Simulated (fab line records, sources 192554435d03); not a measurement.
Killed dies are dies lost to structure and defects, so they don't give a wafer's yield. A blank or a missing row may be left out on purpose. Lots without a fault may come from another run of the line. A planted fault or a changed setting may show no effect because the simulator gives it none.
Which tool did it? | flow n5_finfet | 9 lots, 27 wafers sampled, at 6 steps of a route of 1938

WHAT THE GAUGES READ, wafer by wafer
N5_BEOL_M0_CUTY_OVL_MEAS_58.
lot  | measured     | on         | M0_ABLK_OVL (nm)
L677 | day 5 16:32  | overlay-02 | -0.1 -1.8 -0.6
L679 | day 6 08:09  | overlay-02 | 0.3 0.2 1.4
L681 | day 6 15:08  | overlay-02 | -0.2 -1.1 0.1
L682 | day 6 21:32  | overlay-01 | -0.5 0.2 -0.8
L689 | day 9 00:32  | overlay-01 | 0.3 -0.6 -0.1
L691 | day 9 15:41  | overlay-01 | -0.5 0.3 -0.7
L692 | day 9 16:00  | overlay-02 | -0.8 -0.6 -0.1
L699 | day 11 06:37 | overlay-02 | 12.2 11.0 10.6
L700 | day 11 17:41 | overlay-02 | 11.5 10.9 11.9

N5_BEOL_M0_CUTY_INSPECT_59: inspects for defects (macro).
lot  | measured     | on                | raw_defect_count
L677 | day 5 16:34  | defect_inspect-02 | 1 2 1
L679 | day 6 08:10  | defect_inspect-01 | 1 1 0
L681 | day 6 15:10  | defect_inspect-01 | 1 2 0
L682 | day 6 21:33  | defect_inspect-02 | 2 3 3
L689 | day 9 00:34  | defect_inspect-02 | 7 1 1
L691 | day 9 15:43  | defect_inspect-01 | 2 2 2
L692 | day 9 16:01  | defect_inspect-02 | 2 3 1
L699 | day 11 06:38 | defect_inspect-02 | 0 0 1
L700 | day 11 17:43 | defect_inspect-01 | 1 1 2

N5_BEOL_M4_RC_MEAS_101.
lot  | measured     | on        | DIBL_N (mV/V)  | DIBL_P (mV/V)  | IOFF_N (nA/um) | IOFF_P (nA/um) | ION_N (uA/um) | ION_P (uA/um) | SS_N (mV/dec)  | SS_P (mV/dec)  | VT_N (mV)   | VT_P (mV)
L677 | day 7 16:35  | prober-02 | 35.6 35.3 33.9 | 36.5 36.0 34.0 | 0.14 0.14 0.12 | 0.22 0.20 0.17 | 673 678 674   | 468 464 462   | 72.2 71.1 71.0 | 74.0 73.4 73.0 | 250 250 253 | -248 -252 -252
L679 | day 8 09:34  | prober-01 | 34.2 33.6 34.9 | 33.4 33.0 34.2 | 0.13 0.12 0.14 | 0.20 0.19 0.20 | 674 658 668   | 468 462 462   | 71.0 71.3 71.7 | 72.0 72.1 73.0 | 249 254 252 | -251 -250 -249
L681 | day 8 18:11  | prober-01 | 36.8 36.7 36.3 | 37.1 36.6 36.3 | 0.17 0.16 0.17 | 0.23 0.22 0.22 | 676 678 682   | 469 469 472   | 71.6 71.8 71.7 | 73.7 73.8 73.7 | 250 252 249 | -248 -249 -249
L682 | day 8 18:22  | prober-02 | 34.0 36.1 35.6 | 33.5 35.7 35.3 | 0.12 0.16 0.13 | 0.19 0.22 0.20 | 662 679 662   | 460 470 464   | 70.9 70.9 70.7 | 72.6 72.7 72.9 | 253 248 252 | -251 -248 -249
L689 | day 11 06:11 | prober-02 | 36.9 36.7 35.9 | 37.0 37.3 35.6 | 0.18 0.17 0.15 | 0.25 0.24 0.22 | 690 670 678   | 472 457 468   | 71.2 71.8 71.6 | 73.0 73.6 73.4 | 246 250 251 | -246 -248 -250
L691 | day 11 15:00 | prober-02 | 34.1 38.9 35.0 | 34.2 39.7 34.5 | 0.11 0.19 0.12 | 0.16 0.23 0.15 | 660 669 656   | 454 453 452   | 70.6 72.1 71.2 | 73.3 74.7 72.7 | 255 249 253 | -254 -254 -258
L692 | day 12 04:47 | prober-01 | 35.3 34.1 37.2 | 38.2 35.7 39.6 | 0.16 0.14 0.20 | 0.22 0.18 0.25 | 668 680 685   | 457 469 466   | 71.4 71.1 72.2 | 74.3 73.4 74.7 | 250 249 245 | -250 -251 -250
L699 | day 13 22:01 | prober-02 | 35.8 37.6 34.1 | 36.1 38.6 33.2 | 0.15 0.19 0.12 | 0.21 0.25 0.16 | 673 686 665   | 461 467 455   | 71.4 72.0 70.5 | 73.9 74.6 72.6 | 248 246 255 | -251 -249 -251
L700 | day 14 03:22 | prober-02 | 33.7 36.1 34.0 | 34.0 36.2 34.3 | 0.11 0.14 0.11 | 0.16 0.18 0.15 | 667 675 658   | 464 457 457   | 70.3 71.2 70.8 | 72.1 73.5 72.1 | 256 254 255 | -255 -251 -255

WHICH TOOL RAN EACH LOT (tool, then ch and the chambers of the sampled wafers, then the start)
lot  | N5_BEOL_M0_CUTY_EXPOSE_54          | N5_BEOL_M0_CUTY_DESCUM_61         | N5_BEOL_M0_STRIP_140
L677 | arfi_scanner-01 ch 0, day 5 16:24  | rie_diel-02 ch 0,2, day 5 16:36   | rie_diel-05 ch 0,3, day 5 17:11
L679 | arfi_scanner-03 ch 0, day 6 08:01  | rie_diel-05 ch 1,2,3, day 6 08:25 | rie_diel-05 ch 0,1,3, day 6 08:56
L681 | arfi_scanner-01 ch 0, day 6 14:59  | rie_diel-02 ch 0,2,3, day 6 15:11 | rie_diel-02 ch 0,3, day 6 20:42
L682 | arfi_scanner-03 ch 0, day 6 21:23  | rie_diel-01 ch 1,2,3, day 6 21:36 | rie_diel-05 ch 0,2,3, day 6 22:28
L689 | arfi_scanner-01 ch 0, day 9 00:24  | rie_diel-05 ch 1,2,3, day 9 01:05 | rie_diel-02 ch 2,3, day 9 10:26
L691 | arfi_scanner-01 ch 0, day 9 15:32  | rie_diel-01 ch 1,2,3, day 9 15:45 | rie_diel-02 ch 0,1,3, day 9 16:14
L692 | arfi_scanner-03 ch 0, day 9 15:50  | rie_diel-05 ch 1,2, day 9 16:27   | rie_diel-05 ch 1,3, day 9 17:02
L699 | arfi_scanner-01 ch 0, day 11 06:28 | rie_diel-01 ch 0,3, day 11 06:40  | rie_diel-02 ch 0,1, day 11 10:19
L700 | arfi_scanner-01 ch 0, day 11 17:32 | rie_diel-02 ch 1,3, day 11 17:48  | rie_diel-02 ch 1,3, day 11 18:32
- N5_BEOL_M0_CUTY_EXPOSE_54: exposes mask M0 ABLK.
- N5_BEOL_M0_CUTY_DESCUM_61: chemistry O2, time 7.9 s.
- N5_BEOL_M0_STRIP_140: strips in CF4.

WHAT THE TOOLS THEMSELVES READ (means of the sampled wafers that have a number; where no wafer has one, the mark that the record gives instead)
N5_BEOL_M0_CUTY_EXPOSE_54.
lot  | tool            | stage_vel_mm_s (mm/s)
L677 | arfi_scanner-01 | 500.41
L679 | arfi_scanner-03 | 500.40
L681 | arfi_scanner-01 | 500.61
L682 | arfi_scanner-03 | 500.08
L689 | arfi_scanner-01 | 500.28
L691 | arfi_scanner-01 | 500.13
L692 | arfi_scanner-03 | 499.97
L699 | arfi_scanner-01 | 500.34
L700 | arfi_scanner-01 | 499.74

N5_BEOL_M0_CUTY_DESCUM_61.
lot  | tool        | drypump_motor_current_A (A) | oes_product_au (a.u.) | rf_vpp_V (V) | showerhead_plenum_p_Torr (Torr) | throttle_valve_pct (%)
L677 | rie_diel-02 | 6.1                         | 0.85                  | 242.5        | 2.08                            | 20.21
L679 | rie_diel-05 | 5.8                         | 0.77                  | 243.2        | 2.13                            | 20.43
L681 | rie_diel-02 | 6.3                         | 0.82                  | 243.3        | 2.10                            | 20.27
L682 | rie_diel-01 | 5.7                         | 0.80                  | 244.1        | 2.13                            | 20.62
L689 | rie_diel-05 | 5.8                         | 0.88                  | 243.8        | 2.12                            | 20.36
L691 | rie_diel-01 | 5.7                         | 0.78                  | 243.2        | 2.13                            | 20.64
L692 | rie_diel-05 | 6.0                         | 0.81                  | 243.2        | 2.07                            | 20.29
L699 | rie_diel-01 | 5.6                         | 0.91                  | 244.5        | 2.18                            | 20.32
L700 | rie_diel-02 | 5.9                         | 0.70                  | 242.8        | 2.06                            | 20.47

N5_BEOL_M0_STRIP_140.
lot  | tool        | drypump_motor_current_A (A) | oes_product_au (a.u.) | rf_vpp_V (V) | showerhead_plenum_p_Torr (Torr) | throttle_valve_pct (%)
L677 | rie_diel-05 | 5.6                         | 0.76                  | 271.2        | 1.83                            | 13.69
L679 | rie_diel-05 | 5.8                         | 0.77                  | 271.9        | 1.83                            | 13.61
L681 | rie_diel-02 | 6.2                         | 0.77                  | 270.4        | 1.75                            | 13.51
L682 | rie_diel-05 | 5.6                         | 0.75                  | 270.3        | 1.82                            | 13.70
L689 | rie_diel-02 | 6.4                         | 0.80                  | 272.3        | 1.85                            | 13.42
L691 | rie_diel-02 | 6.0                         | 0.73                  | 271.2        | 1.76                            | 13.61
L692 | rie_diel-05 | 6.0                         | 0.75                  | 272.0        | 1.82                            | 13.56
L699 | rie_diel-02 | 5.8                         | 0.72                  | 270.3        | 1.74                            | 13.64
L700 | rie_diel-02 | 5.8                         | 0.70                  | 271.5        | 1.77                            | 13.69

THE ANSWER, worked out from the rows above alone
Rule: what is usual is taken from the lots themselves. Put in order of their means at a reading, lots are off if they are a third of the lots or fewer, leave a main group of 4 or more, and stand apart from it by a gap of 3 or more times the standard deviation of the main group's means; of several such gaps the widest counts. A main group whose means are all the same, to the digits that the tables above print for the reading, isn't used. A lot without any number at a reading at which 4 lots or more have one is off too. The other lots that the step has rows for count as sound. The gauges are gone through in route order, then the tools' own readings, and for those a lot's mean is taken as printed above. The first step at which some lot is off is used, and at that step the reading that is off furthest; a lot without a number counts as furthest.
Off: L699, L700, at N5_BEOL_M0_CUTY_OVL_MEAS_58 (M0_ABLK_OVL). The main group: mean -0.3 nm, standard deviation 0.42.
A tool fits if, at a process step before that reading, it ran every lot that is off, and no sound lot after the first of them. The gauges at N5_BEOL_M0_CUTY_OVL_MEAS_58 are tried like those tools. Can't be told from this: 2 tools fit, arfi_scanner-01 at N5_BEOL_M0_CUTY_EXPOSE_54, overlay-02 at N5_BEOL_M0_CUTY_OVL_MEAS_58.

WHAT THE SIMULATOR HAD PUT IN
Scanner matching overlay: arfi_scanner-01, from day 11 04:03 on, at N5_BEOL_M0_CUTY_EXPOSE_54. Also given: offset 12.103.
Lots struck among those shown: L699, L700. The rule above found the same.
